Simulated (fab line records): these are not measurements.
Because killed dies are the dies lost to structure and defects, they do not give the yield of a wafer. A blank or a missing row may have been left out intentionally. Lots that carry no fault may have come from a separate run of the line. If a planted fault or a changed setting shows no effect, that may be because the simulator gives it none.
fab line records	flow n5-finfet
[record] lots = 7	wafers = 21	last-day = 18
route steps=1938 shown BEOL_M4@1111 BEOL_M7@1296 BEOL_M8@1352 PASSIVATION@1936
lots that met no fault: from a run of the same line without faults
start-h: hours from the record's first day to the start of the lot's first wafer shown	wait-h: time in hours since the lot's previous step	" unchanged from the row above	L1.1+2: a single row standing in for several wafers	- no value, or no start was given	* or withheld: withheld	< > ~ a bound
route shown NAME@n: names a module that has steps shown in the file, with the first one's number in the route	usual: mean and standard deviation over wafers with no fault	same: alike in all rows	chamber/n: place in a boat	sites: the reading at each site	_std_site: the standard deviation of these	_edge_site: the outer-site mean with the inner-site mean subtracted	radius-mm: for every site, how far away it sits from the centre of the wafer	mask NAME#n: copy n	behind: the last tool/chamber to shape the wafer	hold: why the lot went on hold/how many hours it stayed there/how the hold came to an end	device: names the non-switching transistor (n, p or np)	end of line: tests run on the same wafers once the route is complete	step lacking rows: just its recipe	killed: at the first sort, the dies lost to defects and structure; wafer yield is something else	map: a wafer's dies, marking killed ones x, the rest . and places with no die _
set.NAME: setting as actually run; set.NAME@STEP: the setting as run at that earlier step	model.NAME: the simulator's own value behind a step, which no gauge read
a sample of lots followed through the steps of the route, with each step as a table and each wafer as a row
services: the hour from which a tool's chamber was out of use, counted from the record's first day as start-h (under 0 if before that day), plus the number of hours and why
[[steps]]
[step N5_BEOL_M4_RC_MEAS_101]
[usual] DIBL_N = 36.0/2.5	DIBL_P = 36.7/3	IOFF_N = 0.16/0.043	IOFF_P = 0.21/0.049	ION_N = 673/15	ION_P = 461/9.8	SS_N = 71.5/0.83	SS_P = 73.4/0.83	VT_N = 250/4	VT_P = -251/4
lot.wafer	tool	chamber	start-h	wait-h	DIBL_N[mV/V]	DIBL_P[mV/V]	IOFF_N[nA/um]	IOFF_P[nA/um]	ION_N[uA/um]	ION_P[uA/um]	SS_N[mV/dec]	SS_P[mV/dec]	VT_N[mV]	VT_P[mV]
L795.2	prober-02	0	160.81	0.2	41.7	41.5	0.27	0.30	687	465	73.2	75.1	244	-247
L795.4	"	0	"	"	36.4	34.4	0.14	0.17	663	449	71.2	73.3	255	-257
L795.6	"	0	"	"	36.7	34.5	0.15	0.18	664	449	71.7	74.0	255	-255
L806.2	prober-02	0	237.25	0.2	34.1	31.5	0.12	0.19	685	473	70.1	72.6	253	-250
L806.3	"	0	"	"	34.7	31.4	0.11	0.18	651	455	71.0	72.2	256	-248
L806.5	"	0	"	"	35.0	31.5	0.13	0.20	662	466	70.8	72.7	253	-248
L805.1	prober-02	0	242.03	0.0	39.5	40.3	0.23	0.28	685	460	72.8	74.4	245	-247
L805.2	"	0	"	"	35.1	34.3	0.14	0.19	686	473	70.6	73.1	252	-254
L805.5	"	0	"	"	37.1	36.4	0.19	0.21	678	457	71.6	73.3	247	-253
L812.1	prober-02	0	296.13	0.0	34.8	37.1	0.16	0.19	679	462	71.5	73.4	248	-252
L812.3	"	0	"	"	31.6	33.3	0.11	0.14	664	454	70.2	72.8	258	-256
L812.4	"	0	"	"	27.6	28.4	0.07	0.11	649	455	69.4	71.7	258	-257
L814.2	prober-01	0	296.14	0.2	37.2	38.7	0.19	0.26	677	464	71.9	73.6	248	-248
L814.4	"	0	"	"	33.4	33.9	0.13	0.19	662	463	70.9	72.9	253	-250
L814.5	"	0	"	"	34.2	34.3	0.15	0.20	682	472	71.5	72.6	246	-249
L815.3	prober-01	0	305.45	0.3	36.2	37.5	0.17	0.23	690	470	71.2	73.6	246	-248
L815.5	"	0	"	"	35.2	35.9	0.15	0.21	686	475	71.5	72.8	250	-248
L815.6	"	0	"	"	38.7	40.4	0.22	0.29	685	466	72.0	74.1	244	-246
L816.1	prober-01	0	319.88	0.0	36.6	39.2	0.19	0.24	694	479	70.8	73.8	242	-249
L816.4	"	0	"	"	35.8	38.0	0.16	0.21	684	469	71.7	73.5	248	-251
L816.5	"	0	"	"	35.0	36.9	0.14	0.20	669	461	71.0	73.1	252	-250
[step N5_BEOL_M7_CD_MEAS_28]
[recipe] target-cd-nm = 40	landing-energy-ev = 500	detector = se-inlens
[usual] cd-nm = 40.12/0.23
lot.wafer	tool	chamber	start-h	wait-h	cd-nm
L795.2	cd-sem-02	0	184.84	-	40.09
L795.4	"	0	"	"	40.23
L795.6	"	0	"	"	39.95
L806.2	cd-sem-03	0	260.79	-	39.86
L806.3	"	0	"	"	39.96
L806.5	"	0	"	"	40.21
L805.1	cd-sem-02	0	270.13	-	39.92
L805.2	"	0	"	"	40.19
L805.5	"	0	"	"	40.07
L812.1	cd-sem-02	0	323.83	-	39.97
L812.3	"	0	"	"	40.09
L812.4	"	0	"	"	40.13
L814.2	cd-sem-01	0	328.17	-	40.09
L814.4	"	0	"	"	40.07
L814.5	"	0	"	"	40.25
L815.3	cd-sem-01	0	335.92	-	40.22
L815.5	"	0	"	"	40.34
L815.6	"	0	"	"	40.53
L816.1	cd-sem-02	0	344.30	-	40.11
L816.4	"	0	"	"	39.99
L816.5	"	0	"	"	40.22
[step N5_BEOL_M7_ETCH_41]
[recipe] chemistry = CH3F/O2	target = SiCN	target-depth-a = 319	taper-deg = 2	time-s = 57.8	ion-energy-ev = 120	mask-material = TiN	pressure-mtorr = 30	source-w = 395	bias-w = 75	Ar_flow_sccm = 150	CH3F_flow_sccm = 30	O2_flow_sccm = 20
[usual] bias-w = 74.99/0.22	drypump-motor-current-A = 5.7/0.46	oes-product-au = 0.78/0.099	rf-fwd-power-W = 391.6/1.3	rf-vpp-V = 297.3/1.8	showerhead-plenum-p-Torr = 2.01/0.076	throttle-valve-pct = 16.40/0.26
[same] time-s = 57.8
lot.wafer	tool	chamber	start-h	wait-h	bias-w	drypump-motor-current-A	oes-product-au	rf-fwd-power-W	rf-hours-counter-h	rf-vpp-V	showerhead-plenum-p-Torr	throttle-valve-pct
L795.2	rie-diel-03	1	-	-	74.76	5.7	0.75	391.3	184	295.5	1.91	16.54
L795.4	"	0	"	"	75.22	5.6	0.71	392.1	223	298.7	2.07	16.87
L795.6	"	1	"	"	74.62	5.7	0.74	391.4	-	296.2	1.91	16.55
L806.2	rie-diel-01	3	-	-	74.80	6.6	0.72	390.1	196	298.3	2.08	16.66
L806.3	"	1	"	"	74.66	6.6	0.66	391.8	254	294.6	1.89	16.17
L806.5	"	1	"	"	74.71	6.6	0.67	391.4	-	294.7	1.89	16.16
L805.1	rie-diel-01	2	-	-	74.92	5.7	1.00	391.1	0	296.0	1.97	16.34
L805.2	"	0	"	"	74.99	5.6	0.83	390.9	60	298.0	2.02	16.11
L805.5	"	2	"	"	75.16	5.7	1.02	390.9	-	297.4	1.97	16.32
L812.1	rie-diel-03	1	-	-	74.91	5.7	0.72	389.9	228	294.2	1.89	16.62
L812.3	"	0	"	"	74.73	5.7	0.98	393.6	10	298.8	2.06	16.39
L812.4	"	3	"	"	74.88	5.0	0.70	389.8	243	295.9	1.94	16.49
L814.2	rie-diel-02	0	-	-	74.72	5.3	0.78	392.5	78	296.1	1.94	16.25
L814.4	"	3	"	"	75.04	5.5	0.83	392.9	-	300.3	2.12	16.20
L814.5	"	0	"	"	74.99	5.3	0.79	392.2	-	294.4	1.94	16.26
L815.3	rie-diel-02	2	-	-	74.94	5.6	0.97	391.8	0	300.3	2.12	15.83
L815.5	"	2	"	"	74.84	5.6	0.96	390.9	-	299.9	2.12	15.84
L815.6	"	0	"	"	74.98	5.2	0.77	390.1	-	296.0	1.94	16.26
L816.1	rie-diel-02	3	-	-	75.29	5.5	0.81	390.9	96	298.1	2.12	16.22
L816.4	"	0	"	"	75.14	5.3	0.76	393.8	84	294.8	1.94	16.27
L816.5	"	2	"	"	74.93	5.6	0.95	390.8	-	300.0	2.12	15.83
[step N5_BEOL_M7_STRIP_80]
[recipe] chemistry = N2/H2	time-s = 10	power-w = 450	temp-c = 40	pressure-mtorr = 20	rf-frequency-hz = 6e+07	bias-power-w = 7	n2-flow-sccm = 200	h2-flow-sccm = 200
[usual] bias-power-w = 7.001/0.02	chamber-pressure-mTorr = 20.001/0.02	drypump-motor-current-A = 5.7/0.46	h2-flow-sccm = 199.9/0.51	oes-product-au = 0.79/0.099	rf-vpp-V = 59.1/0.92	showerhead-plenum-p-Torr = 2.54/0.085	throttle-valve-pct = 23.7/0.34
[same] time-s = 10
lot.wafer	tool	chamber	start-h	wait-h	bias-power-w	chamber-pressure-mTorr	drypump-motor-current-A	h2-flow-sccm	oes-product-au	rf-hours-counter-h	rf-vpp-V	showerhead-plenum-p-Torr	throttle-valve-pct
L795.2	rie-diel-03	1	-	-	7.026	19.978	5.7	200.2	0.74	184	58.3	2.44	24.1
L795.4	"	0	"	"	7.014	20.012	5.7	199.8	0.71	223	59.0	2.61	24.0
L795.6	"	1	"	"	6.970	19.990	5.7	199.4	0.75	-	59.7	2.44	24.1
L806.2	rie-diel-01	3	-	-	6.984	20.000	6.6	199.4	0.72	196	60.6	2.63	24.1
L806.3	"	1	"	"	6.979	20.024	6.6	200.4	0.66	254	58.4	2.38	23.2
L806.5	"	1	"	"	7.022	19.997	6.6	200.0	0.66	-	58.2	2.38	23.2
L805.1	rie-diel-01	2	-	-	6.985	20.007	5.7	199.9	1.01	0	59.1	2.47	23.5
L805.2	"	0	"	"	7.028	20.026	5.6	199.8	0.84	60	59.8	2.56	23.1
L805.5	"	2	"	"	7.007	19.966	5.7	198.9	1.02	-	58.4	2.47	23.5
L812.1	rie-diel-03	1	-	-	7.009	19.997	5.7	200.9	0.73	228	57.2	2.42	24.2
L812.3	"	0	"	"	7.008	20.010	5.7	200.4	0.98	10	60.9	2.60	23.5
L812.4	"	3	"	"	6.993	19.971	5.1	200.1	0.71	243	57.2	2.51	23.9
L814.2	rie-diel-02	0	-	-	7.002	20.020	5.3	199.7	0.79	78	59.4	2.46	23.8
L814.4	"	3	"	"	7.013	19.985	5.5	199.9	0.83	-	59.3	2.64	23.3
L814.5	"	0	"	"	7.004	19.958	5.3	200.0	0.81	-	59.2	2.46	23.8
L815.3	rie-diel-02	2	-	-	7.025	20.008	5.6	199.3	0.98	0	58.8	2.71	23.2
L815.5	"	2	"	"	7.046	19.989	5.6	200.7	0.98	-	58.8	2.71	23.2
L815.6	"	0	"	"	6.981	20.016	5.2	200.1	0.79	-	60.5	2.46	23.8
L816.1	rie-diel-02	3	-	-	6.988	20.027	5.5	200.3	0.82	96	59.2	2.63	23.3
L816.4	"	0	"	"	6.993	19.990	5.2	199.7	0.79	84	58.6	2.46	23.8
L816.5	"	2	"	"	7.011	20.005	5.6	200.6	0.96	-	59.0	2.71	23.2
[step N5_BEOL_M8_STRIP_67]
[recipe] chemistry = CF4	resist = SiARC	power-w = 300	bias-power-w = 75	pressure-mtorr = 50	cf4-flow-sccm = 150	rf-frequency-hz = 6e+07
[usual] bias-power-w = 74.98/0.24	cf4-flow-sccm = 150.0/0.47	drypump-motor-current-A = 5.7/0.4	oes-product-au = 0.81/0.095	rf-vpp-V = 271.0/1.9	showerhead-plenum-p-Torr = 1.79/0.069	throttle-valve-pct = 13.45/0.27
lot.wafer	tool	chamber	start-h	wait-h	bias-power-w	cf4-flow-sccm	drypump-motor-current-A	oes-product-au	rf-hours-counter-h	rf-vpp-V	showerhead-plenum-p-Torr	throttle-valve-pct
L795.2	rie-diel-06	1	191.53	0.0	75.34	149.6	6.0	0.68	241	270.4	1.77	14.05
L795.4	"	2	"	"	75.52	150.1	5.5	0.72	201	270.7	1.70	13.75
L795.6	"	2	"	"	74.93	149.4	5.4	0.71	-	270.4	1.70	13.74
L806.2	rie-diel-06	1	270.76	0.0	-	-	-	-	-	-	-	-
L806.3	"	0	"	"	-	-	-	-	-	-	-	-
L806.5	"	1	"	"	-	-	-	-	-	-	-	-
L805.1	rie-diel-04	1	278.70	0.0	-	-	-	-	-	-	-	-
L805.2	"	0	"	"	-	-	-	-	-	-	-	-
L805.5	"	3	"	"	-	-	-	-	-	-	-	-
L812.1	rie-diel-04	1	331.30	0.0	74.85	150.0	5.2	0.68	242	269.8	1.72	13.56
L812.3	"	0	"	"	75.01	149.6	5.6	0.88	38	275.0	1.89	13.13
L812.4	"	3	"	"	74.22	151.1	5.3	0.81	90	271.0	1.72	13.17
L814.2	rie-diel-04	0	333.92	0.0	75.23	150.2	5.6	0.89	39	272.2	1.89	13.14
L814.4	"	3	"	"	74.75	150.5	5.4	0.80	91	268.1	1.72	13.19
L814.5	"	3	"	"	74.61	150.0	5.4	0.81	-	269.2	1.72	13.19
L815.3	rie-diel-04	1	342.34	0.0	75.13	150.1	5.2	0.68	248	269.2	1.72	13.60
L815.5	"	1	"	"	74.74	150.8	5.2	0.68	-	270.1	1.72	13.60
L815.6	"	2	"	"	74.98	149.8	5.8	0.70	-	272.2	1.83	13.86
L816.1	rie-diel-06	0	350.32	0.0	74.85	150.7	6.6	0.87	47	270.8	1.77	13.59
L816.4	"	0	"	"	75.01	149.5	6.6	0.86	-	269.5	1.77	13.59
L816.5	"	1	"	"	75.30	150.1	6.0	0.87	-	269.7	1.76	13.58
[step N5_BEOL_M8_ETCH_66]
[recipe] chemistry = N2/H2	target = SOC	target-depth-a = 800	overetch-a = 160	mask-material = SiARC	temp-c = 40	time-s = 120	ion-energy-ev = 200	pressure-mtorr = 30	source-w = 840	bias-w = 150	n2-flow-sccm = 200	h2-flow-sccm = 200
[usual] bias-w = 150.0/0.44	drypump-motor-current-A = 5.7/0.45	h2-flow-sccm = 200.0/0.6	oes-product-au = 0.62/0.076	rf-fwd-power-W = 834.9/2.6	rf-vpp-V = 523/3.2	showerhead-plenum-p-Torr = 2.53/0.11	throttle-valve-pct = 17.69/0.26
[same] time-s = 120
lot.wafer	tool	chamber	start-h	wait-h	bias-w	drypump-motor-current-A	h2-flow-sccm	oes-product-au	rf-fwd-power-W	rf-hours-counter-h	rf-vpp-V	showerhead-plenum-p-Torr	throttle-valve-pct
L795.2	rie-diel-04	0	192.57	0.0	150.3	5.6	200.0	0.52	836.2	245	520	2.41	17.89
L795.4	"	3	"	"	149.4	5.4	199.6	0.67	834.8	38	522	2.48	17.29
L795.6	"	2	"	"	149.2	5.8	199.5	0.56	830.9	-	526	2.65	18.03
L806.2	rie-diel-05	1	271.62	0.0	150.3	6.1	201.0	0.82	832.8	79	522	2.49	17.73
L806.3	"	0	"	"	149.3	5.7	200.0	0.91	838.5	18	528	2.68	17.41
L806.5	"	1	"	"	150.9	6.1	200.5	0.82	833.8	-	521	2.49	17.73
L805.1	rie-diel-04	2	281.44	0.0	150.0	5.8	199.1	0.69	835.2	218	525	2.63	18.13
L805.2	"	3	"	"	149.8	5.4	200.4	0.84	837.4	73	521	2.46	17.39
L805.5	"	0	"	"	150.0	5.6	200.2	0.92	833.5	-	528	2.72	17.59
L812.1	rie-diel-06	3	332.39	0.0	150.1	6.5	199.2	0.61	831.3	110	521	2.46	17.81
L812.3	"	0	"	"	150.5	6.6	199.7	0.67	834.4	37	522	2.46	17.59
L812.4	"	1	"	"	150.2	6.0	199.2	0.67	837.4	30	522	2.48	17.76
L814.2	rie-diel-04	0	336.72	0.0	150.3	5.6	199.9	0.67	837.8	41	529	2.71	17.56
L814.4	"	3	"	"	150.0	5.4	201.1	0.62	836.6	92	523	2.46	17.42
L814.5	"	0	"	"	150.5	5.6	199.1	0.68	835.4	-	528	2.71	17.61
L815.3	rie-diel-04	2	344.88	0.0	149.6	5.8	200.7	0.53	835.0	236	526	2.62	18.13
L815.5	"	1	"	"	149.4	5.2	199.9	0.51	836.1	-	520	2.40	17.55
L815.6	"	2	"	"	149.6	5.8	199.9	0.54	828.2	-	526	2.62	18.13
L816.1	rie-diel-04	1	353.82	0.0	150.3	5.2	199.6	0.52	832.7	253	519	2.40	17.56
L816.4	"	1	"	"	150.0	5.2	200.9	0.52	832.7	-	521	2.40	17.55
L816.5	"	2	"	"	150.3	5.8	200.0	0.52	834.5	-	526	2.62	18.13
[step N5_BEOL_M8_OCD_MEAS_38]
[usual] trench-depth-nm = 93.1/2.4
lot.wafer	tool	chamber	start-h	wait-h	trench-depth-nm
L795.2	ocd-01	-	192.92	-	91.9
L795.4	"	-	"	"	94.9
L795.6	"	-	"	"	91.8
L806.2	ocd-02	-	271.97	-	-
L806.3	"	-	"	"	-
L806.5	"	-	"	"	-
L805.1	ocd-01	-	281.79	-	-
L805.2	"	-	"	"	-
L805.5	"	-	"	"	-
L812.1	ocd-01	-	332.74	-	94.6
L812.3	"	-	"	"	91.3
L812.4	"	-	"	"	96.9
L814.2	ocd-02	-	337.07	-	91.8
L814.4	"	-	"	"	93.6
L814.5	"	-	"	"	91.9
L815.3	ocd-02	-	345.23	-	90.7
L815.5	"	-	"	"	89.5
L815.6	"	-	"	"	91.7
L816.1	ocd-01	-	354.17	-	89.2
L816.4	"	-	"	"	89.8
L816.5	"	-	"	"	92.1
[step N5_PASSIVATION_PROBE_49]
[usual] defect-limited-yield = 91.1/1.5	killed_at_M0_to_M3 = 37/11	killed_at_M4_up = 13/5.6	killed-at-contacts = 12/5.6	killed-at-front-end = 39/11	killed-at-other = 4/3.1	killed-dies = 105/18	killed-on-rim = 14/3.8	killed-open = 69/13	killed-short = 35/7.4	sort_bin_4_leakage = 0.00/0.022	sort_bin_5_function = 5.1/0.92	sort_bin_6_memory = 3.4/0.76	sort-n-pass = 1075/18	sort-yield-pct = 91.1/1.5
[same] gross-dies = 1180	killed-at-back-side = 0	sort_bin_8_speed[%] = 0
lot.wafer	tool	chamber	start-h	wait-h	defect-limited-yield[%]	killed_at_M0_to_M3	killed_at_M4_up	killed-at-contacts	killed-at-front-end	killed-at-other	killed-dies	killed-on-rim	killed-open	killed-short	sort_bin_4_leakage[%]	sort_bin_5_function[%]	sort_bin_6_memory[%]	sort-n-pass	sort-yield-pct[%]
L795.2	prober-02	-	269.13	0.1	90.7	42	10	14	43	1	110	8	80	30	0.08	5.4	3.4	1069	90.6
L795.4	prober-02	-	269.23	0.2	92.9	23	11	16	32	2	84	10	57	27	0	4.5	2.3	1096	92.9
L795.6	prober-02	-	269.33	0.3	93.0	19	10	13	41	0	83	7	52	31	0	3.6	3.0	1097	93.0
L806.2	prober-01	-	344.24	0.1	0	28	1118	3	25	6	1180	152	46	23	0	97.0	2.7	0	0
L806.3	prober-01	-	344.29	0.1	0	25	1114	4	28	9	1180	152	37	31	0	97.6	2.2	0	0
L806.5	prober-01	-	344.39	0.2	0	49	1086	8	33	4	1180	152	73	28	0	96.4	3.5	0	0
L805.1	prober-02	-	349.16	0.0	0	34	1099	20	26	1	1180	152	66	28	0	97.0	2.7	0	0
L805.2	prober-02	-	349.21	0.1	0	40	1075	30	33	2	1180	152	71	41	0	95.8	3.6	0	0
L805.5	prober-02	-	349.36	0.2	0	46	1076	17	31	10	1180	152	75	40	0	95.5	4.0	0	0
L814.2	prober-02	-	406.93	0.1	91.1	32	33	9	30	1	105	15	67	34	0	5.3	3.3	1075	91.1
L814.4	prober-02	-	407.03	0.2	90.9	38	20	9	37	3	107	11	77	29	0	5.9	3.1	1073	90.9
L814.5	prober-02	-	407.08	0.2	91.4	44	20	4	27	6	101	19	68	32	0	5.1	3.3	1079	91.4
L812.1	prober-02	-	410.03	0.0	92.8	25	10	13	33	4	85	11	53	30	0	5.0	1.9	1095	92.8
L812.3	prober-02	-	410.13	0.1	90.6	33	20	19	38	1	111	14	70	38	0	4.9	4.2	1069	90.6
L812.4	prober-02	-	410.18	0.2	92.8	22	13	8	40	2	85	13	58	26	0	4.2	2.8	1095	92.8
L815.3	prober-01	-	413.73	0.1	91.9	36	7	3	44	6	96	10	70	24	0	4.3	3.6	1084	91.9
L815.5	prober-01	-	413.83	0.2	91.7	46	7	10	24	11	98	10	60	35	0	5.0	3.1	1082	91.7
L815.6	prober-01	-	413.88	0.3	91.8	29	17	7	37	7	97	15	65	29	0	5.4	2.7	1083	91.8
L816.1	prober-02	-	422.67	0.0	88.8	43	14	11	62	2	132	16	90	42	0	5.9	5.2	1048	88.8
L816.4	prober-02	-	422.82	0.2	88.7	47	31	10	45	0	133	17	91	42	0	5.8	5.0	1047	88.7
L816.5	prober-02	-	422.87	0.2	89.3	49	15	5	54	3	126	16	83	41	0	6.4	3.7	1054	89.3
// killed by level:class
L795.2 BEOL_M0_SAQP:geometric-particle:open=12 MOL_CONTACT_COAG:geometric-particle:open=11 BEOL_M2:geometric-particle:open=11 DUMMY_GATE:geometric-particle:open=9 STI_FIN_REVEAL:geometric-particle:open=7 GATE_CUT:geometric-particle:short=7 GATE_CUT:geometric-particle:open=6 BEOL_M3:geometric-particle:open=5
L795.4 MOL_CONTACT_COAG:geometric-particle:open=12 BEOL_M2:geometric-particle:open=9 GATE_CUT:geometric-particle:short=7 GATE_CUT:geometric-particle:open=6 FIN_SAQP:geometric-particle:open=4 MOL_CONTACT_COAG:geometric-particle:short=4 BEOL_M0_SAQP:geometric-particle:open=4 BEOL_M3:geometric-particle:open=4
L795.6 MOL_CONTACT_COAG:geometric-particle:open=10 GATE_CUT:geometric-particle:short=9 FIN_SAQP:geometric-particle:short=8 BEOL_M1:geometric-particle:open=6 DUMMY_GATE:geometric-particle:open=5 FIN_SAQP:geometric-particle:open=4 STI_FIN_REVEAL:geometric-particle:open=4 BEOL_M2:geometric-particle:open=4
L806.2 BEOL_M8:area-etch=1110 BEOL_M2:geometric-particle:open=9 BEOL_M0_SAQP:geometric-particle:open=6 BEOL_M2:geometric-particle:short=5 STI_FIN_REVEAL:geometric-particle:open=4 ILD0:geometric-particle:open=4 GATE_CUT:geometric-particle:open=4 FIN_SAQP:geometric-particle:short=3
L806.3 BEOL_M8:area-etch=1112 BEOL_M0_SAQP:geometric-particle:short=10 FIN_SAQP:geometric-particle:short=5 STI_FIN_REVEAL:geometric-particle:open=5 GATE_CUT:geometric-particle:short=5 BEOL_M3:geometric-particle:open=4 DUMMY_GATE:geometric-particle:open=3 MOL_CONTACT_COAG:geometric-particle:open=3
L806.5 BEOL_M8:area-etch=1079 BEOL_M0_SAQP:geometric-particle:open=15 BEOL_M0_SAQP:geometric-particle:short=12 DUMMY_GATE:geometric-particle:open=11 BEOL_M0:geometric-particle:open=7 BEOL_M2:geometric-particle:open=7 STI_FIN_REVEAL:geometric-particle:open=6 MOL_CONTACT_COAG:geometric-particle:open=6
L805.1 BEOL_M8:area-etch=1086 MOL_CONTACT_COAG:geometric-particle:open=17 BEOL_M4:geometric-particle:open=10 BEOL_M3:geometric-particle:open=8 BEOL_M0_SAQP:geometric-particle:short=7 BEOL_M0_SAQP:geometric-particle:open=5 BEOL_M1:geometric-particle:short=5 FIN_SAQP:geometric-particle:open=4
L805.2 BEOL_M8:area-etch=1068 MOL_CONTACT_COAG:geometric-particle:open=24 BEOL_M0_SAQP:geometric-particle:short=13 BEOL_M3:geometric-particle:open=10 BEOL_M0_SAQP:geometric-particle:open=8 FIN_SAQP:geometric-particle:open=7 DUMMY_GATE:geometric-particle:open=6 MOL_CONTACT_COAG:geometric-particle:short=6
L805.5 BEOL_M8:area-etch=1065 BEOL_M0_SAQP:geometric-particle:open=17 MOL_CONTACT_COAG:geometric-particle:open=14 BEOL_M3:geometric-particle:open=8 BEOL_M0_SAQP:geometric-particle:short=7 FIN_SAQP:geometric-particle:open=5 GATE_CUT:geometric-particle:short=5 BEOL_M2:geometric-particle:short=5
L814.2 BEOL_M4:geometric-particle:open=18 BEOL_M0_SAQP:geometric-particle:short=8 FIN_SAQP:geometric-particle:short=7 FIN_SAQP:geometric-particle:open=7 STI_FIN_REVEAL:geometric-particle:open=7 BEOL_M0_SAQP:geometric-particle:open=7 BEOL_M4:geometric-particle:short=6 MOL_CONTACT_COAG:geometric-particle:open=5
L814.4 BEOL_M1:geometric-particle:open=17 BEOL_M4:geometric-particle:open=15 FIN_SAQP:geometric-particle:short=8 MOL_CONTACT_COAG:geometric-particle:open=6 STI_FIN_REVEAL:geometric-particle:open=6 DUMMY_GATE:geometric-particle:open=6 BEOL_M0_SAQP:geometric-particle:short=5 BEOL_M0_SAQP:geometric-particle:open=5
L814.5 BEOL_M4:geometric-particle:open=10 BEOL_M0_SAQP:geometric-particle:open=9 FIN_SAQP:geometric-particle:open=8 BEOL_M1:geometric-particle:open=8 FIN_SAQP:geometric-particle:short=7 BEOL_M3:geometric-particle:open=7 BEOL_M0_SAQP:geometric-particle:short=6 BEOL_M2:geometric-particle:open=6
L812.1 MOL_CONTACT_COAG:geometric-particle:open=12 FIN_SAQP:geometric-particle:open=8 STI_FIN_REVEAL:geometric-particle:open=7 GATE_CUT:geometric-particle:short=7 BEOL_M1:geometric-particle:open=5 BEOL_M3:geometric-particle:open=4 BEOL_M2:geometric-particle:short=4 BEOL_M1:geometric-particle:short=3
L812.3 MOL_CONTACT_COAG:geometric-particle:open=16 FIN_SAQP:geometric-particle:open=9 FIN_SAQP:geometric-particle:short=8 BEOL_M3:geometric-particle:open=8 BEOL_M4:geometric-particle:open=6 BEOL_M0_SAQP:geometric-particle:open=5 BEOL_M2:geometric-particle:short=4 BEOL_M3:geometric-particle:short=4
L812.4 GATE_CUT:geometric-particle:open=9 MOL_CONTACT_COAG:geometric-particle:open=8 FIN_SAQP:geometric-particle:open=7 BEOL_M3:geometric-particle:open=6 GATE_CUT:geometric-particle:short=6 BEOL_M1:geometric-particle:short=6 BEOL_M4:geometric-particle:open=6 FIN_SAQP:geometric-particle:short=5
L815.3 STI_FIN_REVEAL:geometric-particle:open=13 BEOL_M0_SAQP:geometric-particle:open=11 FIN_SAQP:geometric-particle:short=7 DUMMY_GATE:geometric-particle:open=7 BEOL_M3:geometric-particle:open=7 BEOL_M0_SAQP:geometric-particle:short=6 BEOL_M1:geometric-particle:open=5 STARTING-WAFER:geometric-particle:open=5
L815.5 BEOL_M0_SAQP:geometric-particle:open=15 BEOL_M0_SAQP:geometric-particle:short=9 BEOL_M1:geometric-particle:open=8 MOL_CONTACT_COAG:geometric-particle:open=7 GATE_CUT:geometric-particle:short=5 PAD_METAL:geometric-particle:short=5 BEOL_M4:geometric-particle:open=4 FIN_SAQP:geometric-particle:short=3
L815.6 STI_FIN_REVEAL:geometric-particle:open=16 BEOL_M4:geometric-particle:open=11 BEOL_M0_SAQP:geometric-particle:short=8 FIN_SAQP:geometric-particle:open=6 MOL_CONTACT_COAG:geometric-particle:open=5 BEOL_M0_SAQP:geometric-particle:open=5 BEOL_M2:geometric-particle:open=5 MIM_TOP_ETCH:geometric-particle:open=5
L816.1 STI_FIN_REVEAL:geometric-particle:open=18 FIN_SAQP:geometric-particle:open=16 FIN_SAQP:geometric-particle:short=10 BEOL_M0_SAQP:geometric-particle:open=10 BEOL_M0_SAQP:geometric-particle:short=9 MOL_CONTACT_COAG:geometric-particle:open=8 BEOL_M2:geometric-particle:open=7 STI_FIN_REVEAL:geometric-particle:short=5
L816.4 BEOL_M4:geometric-particle:open=14 BEOL_M0_SAQP:geometric-particle:open=13 FIN_SAQP:geometric-particle:short=11 FIN_SAQP:geometric-particle:open=11 STI_FIN_REVEAL:geometric-particle:open=9 BEOL_M2:geometric-particle:open=8 BEOL_M5:geometric-particle:open=8 MOL_CONTACT_COAG:geometric-particle:open=7
L816.5 FIN_SAQP:geometric-particle:open=17 FIN_SAQP:geometric-particle:short=13 BEOL_M1:geometric-particle:open=11 BEOL_M2:geometric-particle:open=9 BEOL_M0_SAQP:geometric-particle:open=6 BEOL_M3:geometric-particle:open=6 BEOL_M4:geometric-particle:open=6 BEOL_M0_SAQP:geometric-particle:short=5
[[services]]
tool	chamber	start-h	hours	kind
rie-diel-05	1	183.09	9.7	repair
rie-diel-02	-	204.96	14.6	pm
rie-diel-04	0	205.22	-	clean
rie-diel-04	0	205.22	-	consumable-replace:focus-ring
rie-diel-04	0	205.22	-	consumable-replace:showerhead
rie-diel-04	0	205.22	14.1	scheduled-down
rie-diel-04	0	205.22	14.1	vent-cycle
rie-diel-05	3	209.61	4.5	repair
rie-diel-01	3	218.89	5.0	repair
rie-diel-05	0	223.81	5.5	repair
rie-diel-02	0	225.17	5.2	repair
rie-diel-01	2	237.75	12.4	repair
rie-diel-04	-	266.81	2.4	repair
rie-diel-06	-	267.21	0.6	repair
rie-diel-06	-	275.37	4.3	pm
rie-diel-06	2	294.86	13.9	repair
rie-diel-02	2	301.04	12.7	repair
rie-diel-04	2	302.94	7.1	repair
rie-diel-04	2	310.68	4.4	repair
rie-diel-02	2	313.75	-	clean
rie-diel-01	1	326.94	2.6	repair
rie-diel-02	1	334.58	3.1	repair
rie-diel-04	3	347.13	14.3	repair
rie-diel-06	3	352.68	16.5	repair
[[key]]
[first-sign] step = N5_BEOL_M8_STRIP_67	reading = tool-record	direction = missing
[effect] step = N5_BEOL_M8_ETCH_66	reading = oes-product-au	direction = up	sigmas = 2.8	usual = 0.62	struck = 0.83
[effect] step = N5_BEOL_M8_OCD_MEAS_38	reading = trench-depth-nm	direction = missing
[effect] step = N5_PASSIVATION_PROBE_49	reading = killed_at_M4_up	direction = up	sigmas = 99+	usual = 13	struck = 1095
[more-kills-born-at] N5_BEOL_M8_ETCH_66@rie-diel-05 = 3301	N5_BEOL_M8_ETCH_66@rie-diel-04 = 3219
met-at N5_BEOL_M8_STRIP_67
struck-lots L805,L806
later-rows-left-out L805.1,L805.2,L805.5,L806.2,L806.3,L806.5
not-acting-at N5_BEOL_M7_CD_MEAS_28,N5_BEOL_M7_ETCH_41,N5_BEOL_M7_STRIP_80
onset-between 191.53 270.76
[fault] kind = skipped-step-whole	tool = rie-diel-04,rie-diel-06	chamber = -	onset-h = 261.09	steps = N5_BEOL_M8_STRIP_67	scope = struck-lots-only
// later-rows-left-out: the simulator's readings of these wafers behind a module that went badly wrong aren't trusted and aren't shown, but for the sort
